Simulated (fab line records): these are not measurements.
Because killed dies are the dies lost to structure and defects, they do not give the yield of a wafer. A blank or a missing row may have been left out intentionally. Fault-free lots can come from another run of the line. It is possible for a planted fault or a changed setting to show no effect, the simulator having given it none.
Code-filled problem report in 8D (eight disciplines) form	flow n5 finfet	the parts of the form that need people (team, actions taken, sign-off) are left out

1. WHAT IS WRONG
Mean of oes product au at N5_FIN_SAQP_MANDREL1_REMOVE_56: 0.374 a.u. across 6 wafers in 2 lots; on wafers with no fault it is 1.005 a.u. (standard deviation 0.01). Relative to the usual mean, that is a shift of -63 standard deviations.
The step: chemistry HBr/Cl2/O2, target a-Si, stops on SiNx, bt time 10 s.
The first sign was on wafer L286.1 at day 3 06:37, on rie si-06. The record holds 27 wafers of 9 lots with a number at this step. Rule for "out", or "out of limits": more than 4 standard deviations from the usual mean. The rest of the wafers with a number are treated as sound.

2. WHAT THIS IS AND IS NOT
question	is	is not
which readings at this step	oes product au	drypump motor current A, rf fwd power W, throttle valve pct
which lots	L286, L287	L284, L297, L298, L299, L301, L303, L304
which wafers of those lots	all that have a number	-
read on which tools	rie si-05, rie si-06	rie si-02
when	from day 3 06:37	up to then (3 sound wafers); but 18 sound wafers of L297, L298, L299, L301, L303, L304 came after

3. WHAT RULES OUT EACH SUSPECT
Counting: a tool at a process step up to the reading stays a suspect if it ran every lot that is out and no sound lot after the first of them.
- rie diel-04 at N5_FIN_SAQP_SPACER1_ETCHBACK_25 (etches SiO2 in CHF3/O2, target depth 24.4 nm, time 12.2 s): ruled out as a lasting fault. The sound lots L301, L303, L304 went through it after L286, its earliest lot that is out (day 3 06:32).
Left after counting: nothing in the record.

4. THE CAUSE (what the simulator had put in)
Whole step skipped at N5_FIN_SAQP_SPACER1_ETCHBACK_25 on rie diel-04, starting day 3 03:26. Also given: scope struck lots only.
It was ruled out by counting, in error; the rule expects a fault to strike all lots run on its tool from its start on, and this fault did not.

5. SEQUENCE OF EFFECTS, ordered by route
Each row: a reading where the mean over the struck wafers with a number is more than 3 standard deviations away from the usual. Readings are gone through only where the record gives a usual standard deviation; hours: the median, over the lots, of the time from a lot's start at the first step in this table giving one to that lot's start at this step; sigmas: the change measured in usual standard deviations.
hours	step	reading	usual	on struck wafers	change	sigmas
0	N5_FIN_SAQP_MANDREL1_REMOVE_56	oes product au	1.005 a.u.	0.374	-0.631	-63
268	N5_PASSIVATION_PROBE_49	killed at front end	38	1110	+1072	+97
268	N5_PASSIVATION_PROBE_49	killed dies	102	1180	+1078	+63
268	N5_PASSIVATION_PROBE_49	killed on rim	13	152	+139	+34
Its process steps:
- N5_FIN_SAQP_MANDREL1_REMOVE_56: chemistry HBr/Cl2/O2, target a-Si, stops on SiNx, bt time 10 s.
- N5_PASSIVATION_PROBE_49
Readings that are blank on the struck wafers while sound wafers have them: CHF3_flow_sccm at N5_FIN_SAQP_SPACER1_ETCHBACK_25; O2_flow_sccm at N5_FIN_SAQP_SPACER1_ETCHBACK_25; drypump motor current A at N5_FIN_SAQP_SPACER1_ETCHBACK_25; oes product au at N5_FIN_SAQP_SPACER1_ETCHBACK_25; rf fwd power W at N5_FIN_SAQP_SPACER1_ETCHBACK_25; rf vpp V at N5_FIN_SAQP_SPACER1_ETCHBACK_25; showerhead plenum p Torr at N5_FIN_SAQP_SPACER1_ETCHBACK_25; throttle valve pct at N5_FIN_SAQP_SPACER1_ETCHBACK_25; and 1 more.

6. WHAT WOULD HAVE CAUGHT IT SOONER
The fault began at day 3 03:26; the first out-of-limits reading in this record came at day 3 06:37, 3 hours later.
At N5_FIN_SAQP_SPACER1_ETCHBACK_25 the tool's readings are blank on the struck wafers, where sound wafers have them: an empty tool record is the first sign, and it was there at once.
